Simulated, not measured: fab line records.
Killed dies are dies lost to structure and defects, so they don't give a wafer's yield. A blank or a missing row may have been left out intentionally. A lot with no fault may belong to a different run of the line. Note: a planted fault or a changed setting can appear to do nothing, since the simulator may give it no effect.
fab line records	flow nand-harc
record: lots: 6	wafers: 18	last-day: 23
route steps=1159 shown A_CHANNEL_HOLE_D1@464 A_CHANNEL_FILL_D1@490 END@1159
lots that met no fault: from a run of the same line without faults
start-h: hours from the record's opening day to when the first of the lot's shown wafers began	wait-h: hours from the lot's prior step to this one	" as in the row above	L1.1+2: several wafers, shown together as one row	- no value, or no start was given	* or withheld: withheld	< > ~ a bound
route shown NAME@n: names a module that has steps shown in the file, with the first one's number in the route	usual: mean/standard deviation taken from wafers without a fault	same: alike in all rows	chamber/n: place in a boat	sites: the reading at each site	_std_site: standard deviation of those values	_edge_site: inner sites' mean taken away from outer sites' mean	radius-mm: for every site, how far away it sits from the centre of the wafer	mask NAME#n: copy n	behind: the most recent tool/chamber to have shaped the wafer	hold: the reason the lot was held/the length of the hold in hours/how it ended	device: the transistor (n, p or np) that didn't switch	end of line: the tests these same wafers got at the end of their route	a step with no rows: only its recipe	killed: not the wafer's yield, but the dies lost to structure and defects at the first sort	map: per-die view of a wafer (x killed, . not killed, _ where there is no die)
set.NAME: the run value of the setting; set.NAME@STEP: its run value at that earlier step	model.NAME: the simulator's own value behind a step, which no gauge read
lots seen at some steps along the route; tables by step, rows by wafer
services: when a tool's chamber went out of use (start-h, in hours from the record's first day, below 0 if earlier), for how many hours, and the reason
== steps ==
step: NHARC_A_CHANNEL_HOLE_D1_INSPECT_12
usual: raw-defect-count: 6.0/2.6
lot.wafer	tool	chamber	start-h	wait-h	raw-defect-count
L285.1	defect-inspect-02	-	193.99	0.0	6
L285.3	"	-	"	"	3
L285.5	"	-	"	"	7
L286.1	defect-inspect-02	-	194.23	0.0	6
L286.3	"	-	"	"	5
L286.6	"	-	"	"	8
L293.3	defect-inspect-02	-	220.50	0.0	11
L293.4	"	-	"	"	7
L293.6	"	-	"	"	8
L288.3	defect-inspect-01	-	221.19	0.0	5
L288.4	"	-	"	"	5
L288.5	"	-	"	"	2
L298.1	defect-inspect-01	-	266.59	0.0	8
L298.3	"	-	"	"	4
L298.6	"	-	"	"	8
L299.1	defect-inspect-02	-	273.06	0.0	8
L299.3	"	-	"	"	9
L299.6	"	-	"	"	6
step: NHARC_A_CHANNEL_HOLE_D1_DESCUM_15
recipe: time-s: 3	o2-flow-sccm: 200	ar-flow-sccm: 0	bias-power-w: 0	chemistry: O2
step: NHARC_A_CHANNEL_HOLE_D1_ETCH_38
recipe: target-depth-a: 390	over-etch-frac: 0.3	time-s: 65	ion-energy-ev: 80	cf4-flow-sccm: 150	ar-flow-sccm: 0	rf-w: 300	bias-w: 100	chemistry: CF4
step: NHARC_A_CHANNEL_HOLE_D1_ETCH_39
recipe: target-depth-a: 2600	over-etch-frac: 0.3	time-s: 325	ion-energy-ev: 200	n2-flow-sccm: 150	h2-flow-sccm: 150	ar-flow-sccm: 0	rf-w: 400	bias-w: 150	chemistry: N2/H2
usual: drypump-motor-current-A: 5.7/0.52	n2-flow-sccm: 150.0/0.45	oes-product-au: 1.001/0.0088	rf-vpp-V: 430.4/2.6	showerhead-plenum-p-Torr: 2.03/0.088	throttle-valve-pct: 14.171/0.0078
same: time-s: 325
lot.wafer	tool	chamber	start-h	wait-h	drypump-motor-current-A	n2-flow-sccm	oes-product-au	rf-hours-counter-h	rf-vpp-V	showerhead-plenum-p-Torr	throttle-valve-pct
L285.1	rie-diel-10	3	-	-	5.1	149.6	1.006	1	432.5	2.10	14.164
L285.3	"	0	"	"	5.3	150.1	1.013	1	428.3	1.94	14.162
L285.5	"	0	"	"	5.3	150.7	1.011	-	425.5	1.93	14.171
L286.1	rie-diel-07	3	-	-	6.5	150.6	0.988	11	430.8	2.06	14.178
L286.3	"	1	"	"	5.5	149.4	0.999	9	434.7	2.18	14.177
L286.6	"	3	"	"	6.5	150.6	0.989	-	431.7	2.06	14.190
L293.3	rie-diel-12	2	-	-	5.2	150.1	1.002	0	430.8	1.99	14.157
L293.4	"	3	"	"	5.4	150.6	1.001	0	427.6	1.92	14.170
L293.6	"	1	"	"	4.9	150.0	0.997	-	432.2	2.07	14.167
L288.3	rie-diel-07	3	-	-	6.5	148.8	0.991	13	431.5	2.06	14.172
L288.4	"	1	"	"	5.5	150.4	1.006	12	435.5	2.18	14.169
L288.5	"	3	"	"	6.5	149.0	1.004	-	432.5	2.06	14.182
L298.3	rie-diel-12	3	-	-	5.4	150.2	1.003	3	425.6	1.92	14.169
L298.1	"	0	"	"	6.3	150.1	1.008	3	429.6	1.97	14.180
L298.6	"	3	"	"	5.4	150.2	1.000	-	427.6	1.92	14.170
L299.3	rie-diel-10	2	-	-	5.7	149.5	1.011	7	428.9	1.98	14.185
L299.1	"	0	"	"	5.3	149.9	1.009	8	427.4	1.93	14.187
L299.6	"	2	"	"	5.7	149.6	1.010	-	429.5	1.98	14.161
step: NHARC_A_CHANNEL_HOLE_D1_ETCH_34
recipe: target-depth-a: 1540	time-s: 77	cf4-flow-sccm: 100	chf3-flow-sccm: 30	ar-flow-sccm: 0	rf-w: 500	bias-w: 200	chemistry: CF4/CHF3
step: NHARC_A_CHANNEL_HOLE_D1_ETCH_16
recipe: target-depth-a: 31000	over-etch-frac: 0.3	time-s: 806	ion-energy-ev: 150	o2-flow-sccm: 400	cos-flow-sccm: 20	ar-flow-sccm: 0	rf-w: 500	bias-w: 300	chemistry: O2/COS
step: NHARC_A_CHANNEL_HOLE_D1_CD_MEAS_18
usual: cd-nm: 98.6/2
lot.wafer	tool	chamber	start-h	wait-h	cd-nm
L285.1	cd-sem-01	-	195.16	-	96.8
L285.3	"	-	"	"	102.5
L285.5	"	-	"	"	100.8
L286.1	cd-sem-03	-	195.39	-	98.2
L286.3	"	-	"	"	97.4
L286.6	"	-	"	"	97.5
L293.3	cd-sem-01	-	221.68	-	100.6
L293.4	"	-	"	"	98.8
L293.6	"	-	"	"	100.2
L288.3	cd-sem-03	-	222.37	-	100.2
L288.4	"	-	"	"	98.8
L288.5	"	-	"	"	96.1
L298.1	cd-sem-01	-	267.81	-	97.9
L298.3	"	-	"	"	100.6
L298.6	"	-	"	"	98.9
L299.1	cd-sem-03	-	274.44	-	98.7
L299.3	"	-	"	"	93.7
L299.6	"	-	"	"	95.3
step: NHARC_A_CHANNEL_HOLE_D1_ETCH_19
recipe: bias-v: 1200	source-w: 2500	pressure-mtorr: 15	time-s: 34.5	ar-flow-sccm: 375	c4f8-flow-sccm: 28.8	o2-flow-sccm: 96.2	temp-c: -20	target-depth-a: *	chemistry: C4F8/O2/Ar
step: NHARC_A_CHANNEL_HOLE_D1_ETCH_20
recipe: bias-v: 3000	source-w: withheld	pressure-mtorr: 20	time-s: 361.9	ar-flow-sccm: 375	c4f8-flow-sccm: 89.3	o2-flow-sccm: 35.7	temp-c: -20	target-depth-a: 16000	chemistry: C4F8/O2/Ar
step: NHARC_A_CHANNEL_HOLE_D1_ETCH_21
recipe: bias-v: 3000	source-w: withheld	pressure-mtorr: 20	time-s: 514.3	ar-flow-sccm: 375	c4f8-flow-sccm: 89.3	o2-flow-sccm: 35.7	temp-c: -20	target-depth-a: 16000	chemistry: C4F8/O2/Ar
step: NHARC_A_CHANNEL_HOLE_D1_ETCH_22
recipe: bias-v: 3000	source-w: withheld	pressure-mtorr: 20	time-s: 666.7	ar-flow-sccm: 375	c4f8-flow-sccm: 89.3	o2-flow-sccm: 35.7	temp-c: -20	target-depth-a: 16000	chemistry: C4F8/O2/Ar
usual: drypump-motor-current-A: 5.4/0.33	showerhead-plenum-p-Torr: 3.79/0.076	throttle-valve-pct: 32.155/0.0098
same: time-s: 666.7
lot.wafer	tool	chamber	start-h	wait-h	drypump-motor-current-A	rf-hours-counter-h	showerhead-plenum-p-Torr	throttle-valve-pct
L285.1	har-etch-02	1	196.19	0.4	5.0	110	3.87	32.165
L285.3	"	1	"	"	5.0	-	3.87	32.164
L285.5	"	0	"	"	5.5	-	3.82	32.154
L286.1	har-etch-01	1	196.42	0.4	5.8	194	3.66	32.150
L286.3	"	0	"	"	5.7	-	3.82	32.164
L286.6	"	1	"	"	5.8	-	3.65	32.145
L293.3	har-etch-01	1	222.81	0.4	5.8	-	3.65	32.148
L293.4	"	0	"	"	5.7	-	3.82	32.156
L293.6	"	0	"	"	5.7	-	3.82	32.158
L288.3	har-etch-01	0	226.96	0.4	5.7	-	3.82	32.185
L288.4	"	1	"	"	5.8	-	3.65	32.139
L288.5	"	0	"	"	5.7	-	3.82	32.158
L298.1	har-etch-02	1	268.85	0.4	5.0	143	3.85	32.152
L298.3	"	0	"	"	5.5	-	3.81	32.149
L298.6	"	0	"	"	5.5	-	3.81	32.140
L299.1	har-etch-02	0	275.46	0.4	5.5	149	3.80	32.151
L299.3	"	0	"	"	5.5	-	3.80	32.142
L299.6	"	0	"	"	5.5	-	3.80	32.156
step: NHARC_A_CHANNEL_HOLE_D1_ETCH_23
recipe: bias-v: 5000	source-w: withheld	pressure-mtorr: 20	time-s: 819	ar-flow-sccm: 375	c4f8-flow-sccm: 89.3	o2-flow-sccm: 35.7	temp-c: -20	target-depth-a: 16000	chemistry: C4F8/O2/Ar
usual: drypump-motor-current-A: 5.4/0.32	showerhead-plenum-p-Torr: 3.79/0.076	throttle-valve-pct: 32.155/0.0098
same: time-s: 819
lot.wafer	tool	chamber	start-h	wait-h	drypump-motor-current-A	rf-hours-counter-h	showerhead-plenum-p-Torr	throttle-valve-pct
L285.1	har-etch-02	1	196.78	0.5	5.0	111	3.87	32.160
L285.3	"	1	"	"	5.0	-	3.87	32.152
L285.5	"	0	"	"	5.5	-	3.82	32.150
L286.1	har-etch-01	1	197.01	0.5	5.8	194	3.65	32.151
L286.3	"	0	"	"	5.7	-	3.82	32.153
L286.6	"	1	"	"	5.8	-	3.65	32.157
L293.3	har-etch-01	1	223.42	0.5	5.8	-	3.65	32.155
L293.4	"	0	"	"	5.7	-	3.82	32.163
L293.6	"	0	"	"	5.7	-	3.82	32.149
L288.3	har-etch-01	0	227.58	0.5	5.7	-	3.82	32.148
L288.4	"	1	"	"	5.8	-	3.65	32.153
L288.5	"	0	"	"	5.7	-	3.82	32.168
L298.1	har-etch-02	1	269.44	0.5	4.9	144	3.85	32.146
L298.3	"	0	"	"	5.5	-	3.81	32.164
L298.6	"	0	"	"	5.5	-	3.81	32.146
L299.1	har-etch-02	0	276.05	0.5	5.5	149	3.80	32.148
L299.3	"	0	"	"	5.5	-	3.80	32.152
L299.6	"	0	"	"	5.5	-	3.80	32.148
step: NHARC_A_CHANNEL_HOLE_D1_ETCH_24
recipe: bias-v: 5000	source-w: withheld	pressure-mtorr: 20	time-s: 906.2	ar-flow-sccm: 375	c4f8-flow-sccm: 93.8	o2-flow-sccm: 31.2	temp-c: -20	target-depth-a: 15000	chemistry: C4F8/O2/Ar
usual: drypump-motor-current-A: 5.4/0.32	showerhead-plenum-p-Torr: 3.79/0.076	throttle-valve-pct: 32.236/0.01
same: time-s: 906.2
lot.wafer	tool	chamber	start-h	wait-h	drypump-motor-current-A	rf-hours-counter-h	showerhead-plenum-p-Torr	throttle-valve-pct
L285.1	har-etch-02	1	197.49	0.6	5.0	111	3.87	32.243
L285.3	"	1	"	"	5.0	-	3.86	32.233
L285.5	"	0	"	"	5.5	-	3.82	32.246
L286.1	har-etch-01	1	197.70	0.6	5.8	195	3.65	32.227
L286.3	"	0	"	"	5.6	-	3.82	32.242
L286.6	"	1	"	"	5.8	-	3.65	32.234
L293.3	har-etch-01	1	224.13	0.6	5.8	-	3.65	32.245
L293.4	"	0	"	"	5.7	-	3.81	32.225
L293.6	"	0	"	"	5.6	-	3.81	32.254
L288.3	har-etch-01	0	228.31	0.6	5.7	-	3.81	32.236
L288.4	"	1	"	"	5.8	-	3.64	32.232
L288.5	"	0	"	"	5.7	-	3.81	32.225
L298.1	har-etch-02	1	270.14	0.6	5.0	145	3.85	32.247
L298.3	"	0	"	"	5.5	-	3.80	32.221
L298.6	"	0	"	"	5.5	-	3.80	32.227
L299.1	har-etch-02	0	276.75	0.6	5.5	150	3.80	32.211
L299.3	"	0	"	"	5.5	-	3.80	32.245
L299.6	"	0	"	"	5.5	-	3.80	32.233
step: NHARC_A_CHANNEL_HOLE_D1_ETCH_25
recipe: bias-v: 5000	source-w: withheld	pressure-mtorr: 20	time-s: 1040.2	ar-flow-sccm: 375	c4f8-flow-sccm: 93.8	o2-flow-sccm: 31.2	temp-c: -20	target-depth-a: 15000	chemistry: C4F8/O2/Ar
step: NHARC_A_CHANNEL_HOLE_D1_ETCH_26
recipe: bias-v: 300	source-w: 2000	pressure-mtorr: 30	time-s: 224.1	ar-flow-sccm: 375	c4f8-flow-sccm: 11.4	o2-flow-sccm: 113.6	temp-c: -20	target-depth-a: 3000	chemistry: C4F8/O2/Ar
step: NHARC_A_CHANNEL_HOLE_D1_ETCH_33
recipe: bias-v: 400	source-w: 2000	pressure-mtorr: 25	time-s: 90	ar-flow-sccm: 375	c4f8-flow-sccm: 41.7	o2-flow-sccm: 83.3	temp-c: -20	target-depth-a: 4000	chemistry: C4F8/O2/Ar
step: NHARC_A_CHANNEL_HOLE_D1_STRIP_41
recipe: n2-flow-sccm: 150	h2-flow-sccm: 150	ar-flow-sccm: 0	bias-w: 0	chemistry: N2/H2
step: NHARC_A_CHANNEL_HOLE_D1_STRIP_42
recipe: cf4-flow-sccm: 100	chf3-flow-sccm: 30	ar-flow-sccm: 0	bias-w: 0	chemistry: CF4/CHF3
step: NHARC_A_CHANNEL_HOLE_D1_STRIP_43
recipe: o2-flow-sccm: 400	cos-flow-sccm: 20	ar-flow-sccm: 0	bias-w: 0	chemistry: O2/COS
step: NHARC_A_CHANNEL_HOLE_D1_ETCH_44
recipe: target-depth-a: 1400	overetch-a: 140	time-s: 77	ion-energy-ev: 100	cf4-flow-sccm: 80	o2-flow-sccm: 20	ar-flow-sccm: 0	rf-w: 300	bias-w: 100	chemistry: CF4/O2
usual: drypump-motor-current-A: 5.5/0.46	oes_ar_750_au: 1.000/0.0043	oes_o_777_au: 1.000/0.0046	oes-product-au: 1.002/0.0081	rf-vpp-V: 197.5/1.2	showerhead-plenum-p-Torr: 1.32/0.046	throttle-valve-pct: 13.397/0.0086
same: time-s: 77
lot.wafer	tool	chamber	start-h	wait-h	drypump-motor-current-A	oes_ar_750_au	oes_o_777_au	oes-product-au	rf-hours-counter-h	rf-vpp-V	showerhead-plenum-p-Torr	throttle-valve-pct
L285.3	rie-diel-10	0	199.99	0.1	5.3	0.997	0.994	1.007	2	196.2	1.27	13.398
L285.1	"	2	"	"	5.7	1.004	0.997	1.009	2	196.7	1.30	13.388
L285.5	"	3	"	"	5.1	0.992	1.001	1.004	-	198.9	1.38	13.381
L286.3	rie-diel-10	2	200.46	0.1	5.7	0.998	0.998	0.997	2	197.6	1.30	13.388
L286.1	"	0	"	"	5.3	1.008	1.000	1.000	2	196.3	1.27	13.405
L286.6	"	2	"	"	5.7	1.001	1.000	1.007	-	197.4	1.30	13.396
L293.4	rie-diel-12	3	226.47	0.1	5.4	1.002	0.999	1.004	2	197.9	1.26	13.398
L293.3	"	1	"	"	5.0	1.002	0.991	1.000	1	198.5	1.35	13.394
L293.6	"	2	"	"	5.2	0.997	0.995	1.001	-	197.2	1.31	13.403
L288.4	rie-diel-10	3	230.68	0.1	5.1	0.999	0.996	1.014	5	196.5	1.37	13.388
L288.3	"	1	"	"	5.6	1.001	1.000	0.989	4	197.3	1.32	13.378
L288.5	"	2	"	"	5.7	0.998	1.001	0.993	-	195.7	1.30	13.394
L298.1	rie-diel-12	1	272.61	0.1	5.0	0.999	0.996	0.992	3	198.0	1.35	13.389
L298.3	"	2	"	"	5.2	0.997	1.005	1.011	4	197.3	1.31	13.387
L298.6	"	1	"	"	5.0	1.006	0.997	0.999	-	198.6	1.35	13.387
L299.3	rie-diel-12	0	279.20	0.1	6.3	0.999	0.999	1.003	3	196.6	1.29	13.391
L299.1	"	3	"	"	5.4	1.003	1.006	1.007	4	196.6	1.26	13.390
L299.6	"	0	"	"	6.3	1.011	0.998	1.012	-	196.5	1.29	13.404
step: NHARC_A_CHANNEL_HOLE_D1_STRIP_27
recipe: o2-flow-sccm: 500	ar-flow-sccm: 0	bias-w: 0	chemistry: O2
usual: drypump-motor-current-A: 5.6/0.46	oes-product-au: 1.001/0.0087	rf-vpp-V: 57.7/0.86	showerhead-plenum-p-Torr: 3.48/0.11	throttle-valve-pct: 17.037/0.0095
lot.wafer	tool	chamber	start-h	wait-h	drypump-motor-current-A	oes-product-au	rf-hours-counter-h	rf-vpp-V	showerhead-plenum-p-Torr	throttle-valve-pct
L285.3	rie-diel-10	3	-	-	5.1	1.000	2	58.0	3.63	17.046
L285.1	"	1	"	"	5.6	0.995	2	59.1	3.48	17.026
L285.5	"	3	"	"	5.1	1.001	-	56.7	3.63	17.049
L286.3	rie-diel-10	0	-	-	5.3	0.992	2	57.9	3.36	17.039
L286.1	"	2	"	"	5.8	1.001	2	57.9	3.43	17.046
L286.6	"	0	"	"	5.3	1.002	-	58.4	3.36	17.038
L293.3	rie-diel-12	0	-	-	6.3	1.017	1	57.6	3.42	17.016
L293.4	"	1	"	"	5.0	1.005	1	59.3	3.57	17.051
L293.6	"	0	"	"	6.3	1.007	-	57.5	3.42	17.023
L288.3	rie-diel-10	1	-	-	5.6	0.990	4	57.7	3.48	17.050
L288.4	"	3	"	"	5.1	1.012	5	58.1	3.63	17.024
L288.5	"	1	"	"	5.6	0.992	-	59.3	3.48	17.037
L298.1	rie-diel-12	2	-	-	5.2	1.000	4	57.8	3.46	17.033
L298.3	"	3	"	"	5.5	1.004	3	56.7	3.34	17.047
L298.6	"	0	"	"	6.3	1.002	-	56.8	3.42	17.042
L299.1	rie-diel-12	1	-	-	4.9	0.996	4	57.9	3.57	17.047
L299.3	"	2	"	"	5.2	1.006	4	58.6	3.46	17.039
L299.6	"	1	"	"	4.9	1.001	-	56.3	3.57	17.041
step: NHARC_A_CHANNEL_HOLE_D1_PRECLEAN_28
recipe: time-s: *	temp-c: 50	bath-age-min: 0	chemistry: SC1
step: NHARC_A_CHANNEL_HOLE_D1_SRD_29
step: NHARC_A_CHANNEL_HOLE_D1_CD_MEAS_30
usual: cd-nm: 89.6/1.2
lot.wafer	tool	chamber	start-h	wait-h	cd-nm
L285.1	cd-sem-02	-	200.77	-	90.1
L285.3	"	-	"	"	89.7
L285.5	"	-	"	"	91.2
L286.1	cd-sem-01	-	201.26	-	88.7
L286.3	"	-	"	"	89.3
L286.6	"	-	"	"	89.6
L293.3	cd-sem-01	-	227.26	-	88.7
L293.4	"	-	"	"	91.5
L293.6	"	-	"	"	88.7
L288.3	cd-sem-03	-	231.49	-	90.8
L288.4	"	-	"	"	88.8
L288.5	"	-	"	"	88.7
L298.1	cd-sem-03	-	273.39	-	89.7
L298.3	"	-	"	"	86.1
L298.6	"	-	"	"	90.2
L299.1	cd-sem-03	-	279.99	-	87.8
L299.3	"	-	"	"	89.0
L299.6	"	-	"	"	88.0
step: NHARC_A_CHANNEL_HOLE_D1_XSEM_31
recipe: landing-energy-ev: 35000
step: NHARC_A_CHANNEL_HOLE_D1_INSPECT_40
usual: raw-defect-count: 57/16
lot.wafer	tool	chamber	start-h	wait-h	raw-defect-count
L285.1	defect-inspect-01	-	200.95	-	80
L285.3	"	-	"	"	49
L285.5	"	-	"	"	54
L286.1	defect-inspect-01	-	201.45	-	41
L286.3	"	-	"	"	41
L286.6	"	-	"	"	20
L293.3	defect-inspect-02	-	227.46	-	781
L293.4	"	-	"	"	825
L293.6	"	-	"	"	785
L288.3	defect-inspect-01	-	231.68	-	792
L288.4	"	-	"	"	738
L288.5	"	-	"	"	825
L298.1	defect-inspect-01	-	273.58	-	78
L298.3	"	-	"	"	66
L298.6	"	-	"	"	48
L299.1	defect-inspect-02	-	280.18	-	92
L299.3	"	-	"	"	73
L299.6	"	-	"	"	43
step: NHARC_A_CHANNEL_FILL_D1_PRECLEAN_00
recipe: time-s: *	temp-c: 50	bath-age-min: 0	chemistry: SC1
step: NHARC_END_SORT_01
recipe: temp-c: 25
usual: killed-at-array: 26/10	killed-at-other: 0.8/1.1	killed-at-periphery: 3.3/2.6	killed-dies: 30/11	killed-open: 3.4/1.8	killed-short: 2.0/1.3
same: gross-dies: 677
lot.wafer	tool	chamber	start-h	wait-h	killed-at-array	killed-at-other	killed-at-periphery	killed-dies	killed-open	killed-short
L288.3	prober-02	0	500.60	3.1	54	0	6	60	6	1
L288.4	prober-02	0	501.41	3.4	76	0	0	76	2	1
L288.5	prober-02	0	502.21	3.7	67	0	3	70	4	4
L293.3	prober-01	0	508.40	3.1	70	0	1	71	1	0
L293.4	prober-01	0	509.20	3.4	55	0	1	56	1	3
L293.6	prober-01	0	510.79	4.0	58	0	0	58	2	2
L298.1	prober-01	0	529.06	2.5	28	1	4	33	5	1
L298.3	prober-01	0	530.68	3.1	38	1	3	42	3	2
killed by level:class
L288.3 A_CHANNEL_HOLE_D1:unspecified=28 A_SLIT:chamber-film-flake=14 A_STAIRCASE:chamber-film-flake=4 A_CONTACT:chamber-film-flake=4 P_M0:geometric-particle:open=2 A_CHANNEL_FILL_D1:geometric-particle:open=2 P_CONTACT:geometric-particle:open=1 P_M0:geometric-particle:short=1
L288.4 A_CHANNEL_HOLE_D1:unspecified=48 A_SLIT:chamber-film-flake=14 A_CONTACT:chamber-film-flake=5 A_CHANNEL_HOLE_D1:chamber-film-flake=2 A_CHANNEL_FILL_D1:chamber-film-flake=2 A_STAIRCASE:chamber-film-flake=2 A_WL_FILL:geometric-particle:short=1 A_CONTACT:geometric-particle:open=1
L288.5 A_CHANNEL_HOLE_D1:unspecified=35 A_SLIT:chamber-film-flake=16 A_STAIRCASE:chamber-film-flake=5 A_CONTACT:chamber-film-flake=4 A_CHANNEL_FILL_D1:geometric-particle:open=3 P_GATE:geometric-particle:short=1 P_M0:geometric-particle:open=1 P_M0:geometric-particle:short=1
L293.3 A_CHANNEL_HOLE_D1:unspecified=51 A_SLIT:chamber-film-flake=12 A_STAIRCASE:chamber-film-flake=3 A_CHANNEL_HOLE_D1:chamber-film-flake=2 P_M0:geometric-particle:open=1 A_ZERO_WELL:chamber-film-flake=1 A_CONTACT:chamber-film-flake=1
L293.4 A_CHANNEL_HOLE_D1:unspecified=33 A_SLIT:chamber-film-flake=11 A_CHANNEL_HOLE_D1:chamber-film-flake=3 A_STAIRCASE:chamber-film-flake=3 A_CHANNEL_HOLE_D1:geometric-particle:short=1 A_SGD_CUT:geometric-particle:short=1 A_WL_FILL:geometric-particle:short=1 A_M0:geometric-particle:open=1
L293.6 A_CHANNEL_HOLE_D1:unspecified=27 A_SLIT:chamber-film-flake=11 A_STAIRCASE:chamber-film-flake=7 A_CONTACT:chamber-film-flake=4 A_ZERO_WELL:chamber-film-flake=2 A_CHANNEL_HOLE_D1:chamber-film-flake=2 A_ONON_D1:geometric-particle:open=1 A_ONON_D1:geometric-particle:short=1
L298.1 A_SLIT:chamber-film-flake=11 A_CHANNEL_HOLE_D1:chamber-film-flake=6 P_M1:chamber-film-flake=4 A_BONDPAD:chamber-film-flake=3 A_WL_FILL:geometric-particle:open=2 A_CONTACT:geometric-particle:open=2 A_CONTACT:chamber-film-flake=2 A_SOURCE_PLATE:geometric-particle:open=1
L298.3 A_SLIT:chamber-film-flake=16 A_CONTACT:chamber-film-flake=9 A_CHANNEL_HOLE_D1:chamber-film-flake=4 P_M1:chamber-film-flake=3 A_CONTACT:geometric-particle:open=2 A_STAIRCASE:chamber-film-flake=2 A_BONDPAD:chamber-film-flake=2 A_SOURCE_PLATE:geometric-particle:open=1
map L288.4 (x killed, . not)
____________.____________
_________xxx.x.._________
_______xxxxxx....._______
______xxxxxx.......______
_____xxxxxxxx......._____
____xxxxxxxx.........____
____xxxxxxxxx.......x____
___..xxxxxx...........___
___...xxx.............___
__.....................__
__...........x.........__
_x......x..............._
_......................._
_x......................_
_......................._
_......................._
.........................
................xx.......
.........................
.........................
.........................
_......................._
_......x..............x._
_............x.........._
_......................._
_......................._
__......xxx.xx.........__
__.........xx..........__
___.....x..x.x........___
___.......x.x.........___
____.................____
____.................____
_____......x........_____
______.............______
_______.....x....._______
_________.....x._________
____________x____________
map L293.3 (x killed, . not)
____________x____________
_________xxxx..._________
_______xxxxxx.x..._______
______xxxxxx.......______
_____xxxxxxx........_____
____xxxxxxxx.........____
____.xxxxxxx.........____
___.xxxxxx............___
___...xxxxx...........___
__....x.x..............__
__.....................__
_......................._
_......................._
_......................._
_..........x............_
_...............x......._
................x........
.........................
........x.x..............
.........................
.........................
_...........x..........._
_......................._
_......................._
_...........x..........._
_.......x..............._
__....x...xx...........__
__.....................__
___.......x...........___
___........x..........___
____.....xxx.........____
____.................____
_____.....x........._____
______.............______
_______..........._______
_________.....x._________
____________.____________
== services ==
tool	chamber	start-h	hours	kind
rie-diel-10	-	176.50	9.0	pm
rie-diel-10	0	176.50	9.0	vent-cycle
rie-diel-10	1	176.50	9.0	vent-cycle
rie-diel-10	2	176.50	9.0	vent-cycle
rie-diel-10	3	176.50	9.0	vent-cycle
rie-diel-12	0	182.01	-	clean
rie-diel-12	1	182.01	-	clean
rie-diel-12	2	182.01	-	clean
rie-diel-12	3	182.01	-	clean
rie-diel-12	-	185.43	0.2	repair
rie-diel-10	0	185.50	-	clean
rie-diel-10	1	185.50	-	clean
rie-diel-10	2	185.50	-	clean
rie-diel-10	3	185.50	-	clean
rie-diel-12	-	199.82	0.5	repair
rie-diel-12	-	202.40	9.0	pm
rie-diel-12	0	202.40	9.0	vent-cycle
rie-diel-12	1	202.40	9.0	vent-cycle
rie-diel-12	2	202.40	9.0	vent-cycle
rie-diel-12	3	202.40	9.0	vent-cycle
rie-diel-07	-	228.24	9.0	pm
rie-diel-07	1	263.85	7.2	repair
rie-diel-10	1	270.01	4.2	repair
rie-diel-07	2	270.75	6.2	repair
== key ==
first-sign: step: NHARC_A_CHANNEL_HOLE_D1_INSPECT_40	reading: raw-defect-count	direction: up	sigmas: 46	usual: 57	struck: 791
effect: step: NHARC_END_SORT_01	reading: killed-at-array	direction: up	sigmas: 3.6	usual: 26	struck: 63
more-kills-born-at: NHARC_A_CHANNEL_HOLE_D1_ETCH_24@har-etch-01: 173
met-at NHARC_A_CHANNEL_HOLE_D1_ETCH_24
struck-wafers L288.3,L288.4,L288.5,L293.3,L293.4,L293.6
tester-left-out L288,L293
onset-between 197.70 224.13
also-fits NHARC_A_CHANNEL_HOLE_D1_ETCH_22:har-etch-01,NHARC_A_CHANNEL_HOLE_D1_ETCH_23:har-etch-01
fault: kind: chamber-particle-source	tool: har-etch-01	chamber: -	onset-h: 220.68	steps: NHARC_A_CHANNEL_HOLE_D1_ETCH_24	rate-per-visit-cm2: 1.1276	end-h: 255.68
tester-left-out: of these lots the tester's yield and bins aren't shown, on N5 and GAA mostly nor the transistor test; their killed dies are dies lost to structure and defects alone, not to doping, threshold or leakage, so they don't give the yield
